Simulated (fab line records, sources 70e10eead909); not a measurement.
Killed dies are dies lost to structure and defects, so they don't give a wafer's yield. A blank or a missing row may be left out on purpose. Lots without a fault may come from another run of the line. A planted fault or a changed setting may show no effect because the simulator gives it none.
fab line records | flow nand_harc
record lots=12 wafers=36 last_day=33
route steps=1302 shown A_CONTACT@1099 A_BLC@1116 END@1302
lots that met no fault: from a run of the same line without faults
start_h: hours from the record's first day to the start of the lot's first wafer shown | wait_h: hours since the lot's step before | " the same as in the row above | L1.1+2: a row that stands for several wafers | - no value, or no start given | * or withheld: withheld | < > ~ a bound
route shown NAME@n: a module of which the file shows steps, and the number in the route of the first | usual: mean/standard deviation of fault-free wafers | same: alike in all rows | chamber/n: place in a boat | sites: the reading at each site | _std_site: their standard deviation | _edge_site: outer sites' mean less inner sites' | radius_mm: how far each site lies from the wafer's centre | mask NAME#n: copy n | behind: the tool/chamber that last shaped the wafer | hold: why the lot was held/for how many hours/how that ended | device: the transistor (n, p or np) that didn't switch | end of line: the same wafers' tests at the end of the route | a step without rows: its recipe alone | killed: dies lost to structure and defects at the first sort, not the wafer's yield | map: a wafer's dies, x killed, . not, _ none there
set.NAME: the setting as run; set.NAME@STEP: as run at that earlier step | model.NAME: the simulator's own value behind a step, which no gauge read
steps of the route over a sample of lots; a table a step, a row a wafer
services: from which hour (start_h, from the record's first day; less than 0 if before it) a tool's chamber was out of use, for how many hours, and why
## steps
# step NHARC_A_CONTACT_STRIP_26
# recipe o2_flow_sccm=500 ar_flow_sccm=0 bias_w=0 chemistry=O2
# usual drypump_motor_current_A=5.9/0.34 oes_product_au=1.003/0.008 rf_vpp_V=57.8/0.91 showerhead_plenum_p_Torr=3.61/0.14 throttle_valve_pct=17.035/0.0091
# columns lot.wafer tool chamber start_h wait_h drypump_motor_current_A oes_product_au rf_hours_counter_h rf_vpp_V showerhead_plenum_p_Torr throttle_valve_pct
L412.3 rie_diel-07 3 - - 6.2 1.001 5 56.5 3.61 17.030
L412.2 " 0 " " 6.2 1.018 5 57.3 3.67 17.041
L412.5 " 2 " " 6.1 1.011 - 57.6 3.79 17.042
L413.2 rie_diel-04 1 - - 5.4 1.002 57 58.4 3.74 17.041
L413.1 " 2 " " 5.7 0.986 54 56.8 3.52 17.047
L413.4 " 2 " " 5.7 0.991 - 57.0 3.52 17.028
L414.1 rie_diel-07 1 - - 5.9 1.009 9 58.0 3.67 17.023
L414.2 " 2 " " 6.1 0.997 10 59.1 3.78 17.056
L414.6 " 0 " " 6.2 1.005 - 57.8 3.67 17.044
L415.2 rie_diel-07 0 - - 6.2 0.998 9 57.6 3.66 17.038
L415.6 " 0 " " 6.2 1.008 - 57.9 3.66 17.030
L415.5 " 1 " " 5.9 1.006 - 59.4 3.67 17.019
L417.3 rie_diel-04 3 - - 6.3 1.003 2 57.3 3.48 17.040
L417.1 " 1 " " 5.4 0.999 2 58.6 3.74 17.032
L417.6 " 1 " " 5.4 1.003 - 58.7 3.74 17.042
L418.2 rie_diel-07 3 - - 6.3 1.007 17 59.0 3.60 17.040
L418.3 " 1 " " 5.9 1.013 18 57.9 3.66 17.029
L418.5 " 0 " " 6.2 1.008 - 57.8 3.66 17.035
L420.4 rie_diel-07 1 - - 5.9 0.995 26 58.3 3.66 17.040
L420.3 " 2 " " 6.1 1.010 23 56.9 3.77 17.029
L420.2 " 0 " " 6.2 1.005 26 58.2 3.66 17.025
L428.2 rie_diel-07 3 - - 6.3 1.013 5 59.5 3.59 17.036
L428.4 " 2 " " 6.1 0.998 - 58.8 3.77 17.034
L428.5 " 3 " " 6.3 1.002 - 58.3 3.59 17.033
L432.1 rie_diel-11 2 - - 5.6 1.006 33 58.6 3.79 17.012
L432.2 " 3 " " 5.8 1.007 27 56.9 3.76 17.046
L432.3 " 0 " " 6.4 0.999 25 55.8 3.43 17.049
L431.3 rie_diel-07 1 - - 6.0 1.002 8 57.7 3.65 17.029
L431.1 " 2 " " 6.1 0.995 8 57.6 3.77 17.012
L431.4 " 3 " " 6.3 1.006 8 58.6 3.59 17.030
L433.4 rie_diel-04 3 - - 6.2 1.006 0 59.2 3.45 17.032
L433.5 " 0 " " 5.2 0.996 - 57.7 3.30 17.049
L433.6 " 1 " " 5.4 1.022 - 57.1 3.71 17.048
L435.3 rie_diel-04 2 - - 5.7 1.001 9 57.4 3.48 17.037
L435.2 " 1 " " 5.4 1.017 10 58.1 3.70 17.046
L435.5 " 3 " " 6.3 1.010 - 58.0 3.45 17.029
# step NHARC_A_BLC_DEVELOP_09
# recipe develop_time_s=35 dev_temp_c=23
# usual developer_temp_C=23.00/0.1
# columns lot.wafer tool chamber start_h wait_h developer_temp_C
L412.2 litho_track-01 0 514 - 22.91
L412.3 " 0 " " 22.93
L412.5 " 0 " " 23.05
L413.1 litho_track-06 0 528 - 22.96
L413.2 " 0 " " 23.22
L413.4 " 0 " " 23.08
L414.1 litho_track-04 0 528 - 22.97
L414.2 " 0 " " 23.00
L414.6 " 0 " " 23.06
L415.2 litho_track-01 0 530 - 23.14
L415.5 " 0 " " 22.96
L415.6 " 0 " " 23.02
L417.1 litho_track-06 0 554 - 23.10
L417.3 " 0 " " 23.03
L417.6 " 0 " " 22.97
L418.2 litho_track-01 0 578 - 23.01
L418.3 " 0 " " 22.96
L418.5 " 0 " " 23.07
L420.2 litho_track-01 0 619 - 22.93
L420.3 " 0 " " 23.03
L420.4 " 0 " " 23.03
L428.2 litho_track-04 0 676 - 23.10
L428.4 " 0 " " 23.11
L428.5 " 0 " " 22.99
L432.1 litho_track-06 0 703 - 23.00
L432.2 " 0 " " 23.09
L432.3 " 0 " " 22.99
L431.1 litho_track-01 0 709 - 22.99
L431.3 " 0 " " 23.15
L431.4 " 0 " " 23.14
L433.4 litho_track-01 0 722 - 22.85
L433.5 " 0 " " 22.93
L433.6 " 0 " " 22.95
L435.2 litho_track-04 0 752 - 22.98
L435.3 " 0 " " 23.09
L435.5 " 0 " " 23.03
# step NHARC_A_BLC_CD_MEAS_10
# recipe target_cd_nm=100 landing_energy_ev=500
# usual cd_nm=99.8/0.67
# columns lot.wafer tool chamber start_h wait_h cd_nm
L412.2 cd_sem-02 0 514.95 - 98.0
L412.3 " 0 " " 100.2
L412.5 " 0 " " 98.9
L413.1 cd_sem-01 0 528.23 - 100.6
L413.2 " 0 " " 99.7
L413.4 " 0 " " 100.2
L414.1 cd_sem-02 0 528.39 - 100.4
L414.2 " 0 " " 100.9
L414.6 " 0 " " 100.8
L415.2 cd_sem-01 0 530.48 - 100.5
L415.5 " 0 " " 100.3
L415.6 " 0 " " 98.8
L417.1 cd_sem-02 0 554.19 - 98.8
L417.3 " 0 " " 99.0
L417.6 " 0 " " 99.5
L418.2 cd_sem-03 0 578.50 - 98.5
L418.3 " 0 " " 99.1
L418.5 " 0 " " 99.2
L420.2 cd_sem-01 0 619.69 - 97.9
L420.3 " 0 " " 100.0
L420.4 " 0 " " 97.4
L428.2 cd_sem-03 0 676.91 - 100.1
L428.4 " 0 " " 100.0
L428.5 " 0 " " 99.1
L432.1 cd_sem-02 0 703.71 - 99.2
L432.2 " 0 " " 99.3
L432.3 " 0 " " 99.9
L431.1 cd_sem-03 0 709.41 - 99.3
L431.3 " 0 " " 99.5
L431.4 " 0 " " 99.8
L433.4 cd_sem-03 0 722.62 - 99.1
L433.5 " 0 " " 100.4
L433.6 " 0 " " 100.0
L435.2 cd_sem-01 0 752.19 - 100.4
L435.3 " 0 " " 100.1
L435.5 " 0 " " 100.6
# step NHARC_A_BLC_INSPECT_12
# usual raw_defect_count=92/31
# columns lot.wafer tool chamber start_h wait_h raw_defect_count
L412.2 defect_inspect-01 - 515.08 0.0 128
L412.3 " - " " 94
L412.5 " - " " 107
L413.1 defect_inspect-02 - 528.36 0.0 125
L413.2 " - " " 171
L413.4 " - " " 155
L414.1 defect_inspect-02 - 528.51 0.0 61
L414.2 " - " " 55
L414.6 " - " " 60
L415.2 defect_inspect-01 - 530.60 0.0 80
L415.5 " - " " 84
L415.6 " - " " 66
L417.1 defect_inspect-02 - 554.32 0.0 119
L417.3 " - " " 117
L417.6 " - " " 125
L418.2 defect_inspect-01 - 578.62 0.0 94
L418.3 " - " " 119
L418.5 " - " " 109
L420.2 defect_inspect-02 - 619.81 0.0 89
L420.3 " - " " 73
L420.4 " - " " 67
L428.2 defect_inspect-02 - 677.03 0.0 116
L428.4 " - " " 102
L428.5 " - " " 99
L432.1 defect_inspect-01 - 703.83 0.0 100
L432.2 " - " " 125
L432.3 " - " " 114
L431.1 defect_inspect-02 - 709.54 0.0 83
L431.3 " - " " 60
L431.4 " - " " 78
L433.4 defect_inspect-01 - 722.74 0.0 148
L433.5 " - " " 131
L433.6 " - " " 117
L435.2 defect_inspect-01 - 752.31 0.0 68
L435.3 " - " " 81
L435.5 " - " " 67
# step NHARC_A_BLC_ETCH_16
# recipe target_depth_a=390 over_etch_frac=0.3 time_s=65 ion_energy_ev=80 cf4_flow_sccm=150 ar_flow_sccm=0 rf_w=300 bias_w=100 chemistry=CF4
# usual drypump_motor_current_A=5.7/0.49 oes_product_au=0.997/0.0083 rf_vpp_V=150.8/1.3 showerhead_plenum_p_Torr=1.74/0.072 throttle_valve_pct=13.283/0.0096
# columns lot.wafer tool chamber start_h wait_h drypump_motor_current_A oes_product_au rf_hours_counter_h rf_vpp_V showerhead_plenum_p_Torr throttle_valve_pct
L412.3 rie_diel-02 2 515.22 0.1 5.7 0.987 8 150.9 1.82 13.282
L412.2 " 1 " " 5.2 1.002 7 151.5 1.66 13.296
L412.5 " 2 " " 5.8 0.988 - 149.3 1.82 13.287
L413.1 rie_diel-06 1 528.51 0.1 5.7 1.004 2 150.6 1.72 13.285
L413.4 " 2 " " 4.7 1.001 2 149.6 1.72 13.281
L413.2 " 3 " " 5.5 0.999 2 153.1 1.85 13.295
L414.1 rie_diel-05 0 528.66 0.1 5.5 1.009 44 151.0 1.82 13.279
L414.2 " 2 " " 6.3 1.003 26 150.0 1.68 13.287
L414.6 " 1 " " 6.7 0.992 - 150.3 1.71 13.294
L415.2 rie_diel-02 1 530.77 0.1 5.2 0.983 8 149.6 1.66 13.282
L415.5 " 1 " " 5.2 0.982 - 150.6 1.66 13.280
L415.6 " 3 " " 6.3 0.986 - 152.7 1.80 13.279
L417.1 rie_diel-02 2 554.48 0.1 5.7 0.981 10 153.2 1.82 13.289
L417.3 " 3 " " 6.3 0.996 10 150.5 1.80 13.300
L417.6 " 0 " " 5.7 1.008 - 149.5 1.67 13.272
L418.2 rie_diel-06 0 578.77 0.1 6.1 0.990 6 151.1 1.66 13.269
L418.3 " 1 " " 5.7 1.004 6 150.8 1.72 13.278
L418.5 " 0 " " 6.1 0.993 - 150.3 1.66 13.295
L420.4 rie_diel-02 1 619.96 0.1 5.2 0.995 2 150.1 1.66 13.277
L420.3 " 2 " " 5.8 0.995 2 153.1 1.82 13.277
L420.2 " 3 " " 6.3 0.991 2 151.3 1.80 13.288
L428.4 rie_diel-02 2 677.18 0.1 5.7 0.999 6 151.7 1.82 13.284
L428.2 " 3 " " 6.3 0.987 5 149.7 1.80 13.271
L428.5 " 2 " " 5.7 0.996 - 151.8 1.82 13.281
L432.2 rie_diel-02 0 704.00 0.1 5.7 1.001 9 149.9 1.67 13.288
L432.3 " 1 " " 5.2 0.999 9 151.6 1.66 13.289
L432.1 " 3 " " 6.3 0.989 8 152.4 1.80 13.289
L431.3 rie_diel-02 3 709.70 0.1 6.3 0.988 9 151.6 1.80 13.303
L431.1 " 1 " " 5.2 1.001 10 148.2 1.66 13.271
L431.4 " 2 " " 5.7 0.996 - 152.9 1.82 13.290
L433.4 rie_diel-06 3 722.88 0.1 5.5 0.998 4 151.3 1.85 13.311
L433.6 " 3 " " 5.5 0.996 - 154.0 1.85 13.286
L433.5 " 0 " " 6.1 1.001 - 148.7 1.66 13.271
L435.2 rie_diel-06 0 752.45 0.1 6.1 0.990 7 150.5 1.66 13.281
L435.3 " 3 " " 5.5 1.005 6 152.9 1.85 13.275
L435.5 " 1 " " 5.7 1.001 - 150.2 1.72 13.272
# step NHARC_END_SORT_01
# recipe temp_c=25
# usual killed_at_array=64/16 killed_at_other=1.0/1.1 killed_at_periphery=3.5/2.3 killed_dies=69/17 killed_open=3.2/1.6 killed_short=2.4/1.6
# same gross_dies=677
# columns lot.wafer tool chamber start_h wait_h killed_at_array killed_at_other killed_at_periphery killed_dies killed_open killed_short
L428.2 prober-02 0 725.19 2.8 61 0 8 69 4 4
# killed by level:class
L428.2 A_SLIT:chamber_film_flake=25 A_CHANNEL_HOLE_D2:chamber_film_flake=12 A_CHANNEL_HOLE_D1:chamber_film_flake=6 A_CONTACT:chamber_film_flake=6 P_M0:geometric_particle:open=3 P_CONTACT:chamber_film_flake=3 A_ZERO_WELL:chamber_film_flake=3 A_BONDPAD:chamber_film_flake=3
## services
# columns tool chamber start_h hours kind
rie_diel-06 - 493.27 5.6 repair
rie_diel-06 1 504.30 4.9 repair
litho_track-01 - 505.00 7.0 pm
rie_diel-04 0 518.99 65.0 repair
rie_diel-06 - 523.55 0.5 repair
rie_diel-02 0 526.22 5.4 repair
rie_diel-04 - 533.58 9.0 pm
rie_diel-07 2 563.04 10.5 repair
rie_diel-02 - 570.70 9.0 pm
rie_diel-06 3 598.50 14.2 repair
rie_diel-04 - 617.11 0.4 repair
rie_diel-07 - 648.20 9.0 pm
rie_diel-06 - 651.01 0.7 repair
rie_diel-06 - 661.23 9.0 pm
rie_diel-04 1 661.86 9.7 repair
rie_diel-07 0 670.15 9.9 repair
rie_diel-04 3 678.08 5.6 repair
litho_track-01 - 680.00 7.0 pm
rie_diel-02 3 690.49 6.1 repair
rie_diel-02 2 701.35 3.5 repair
rie_diel-02 0 706.74 45.4 repair
rie_diel-04 - 710.58 9.0 pm
rie_diel-02 2 737.60 3.9 repair
rie_diel-02 - 747.94 9.0 pm
## key
first_sign step=NHARC_A_BLC_CD_MEAS_10 reading=cd_nm direction=down sigmas=3.2 usual=99.8 struck=97.7
effect none on later readings
met_at NHARC_A_BLC_DEVELOP_09
struck_lots L420
struck_wafers L420.2,L420.4
tester_left_out L420
not_acting_at NHARC_A_CONTACT_STRIP_26,NHARC_A_BLC_INSPECT_12,NHARC_A_BLC_ETCH_16
onset_between 578 619
fault kind=process_parameter_drift tool=litho_track-01 chamber=- onset_h=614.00 steps=NHARC_A_BLC_DEVELOP_09 channel=develop_time_s offset=* shape=step end_h=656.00 scope=struck_wafers_only acts_in=* stated=*
# tester_left_out: of these lots the tester's yield and bins aren't shown, on N5 and GAA mostly nor the transistor test; their killed dies are dies lost to structure and defects alone, not to doping, threshold or leakage, so they don't give the yield
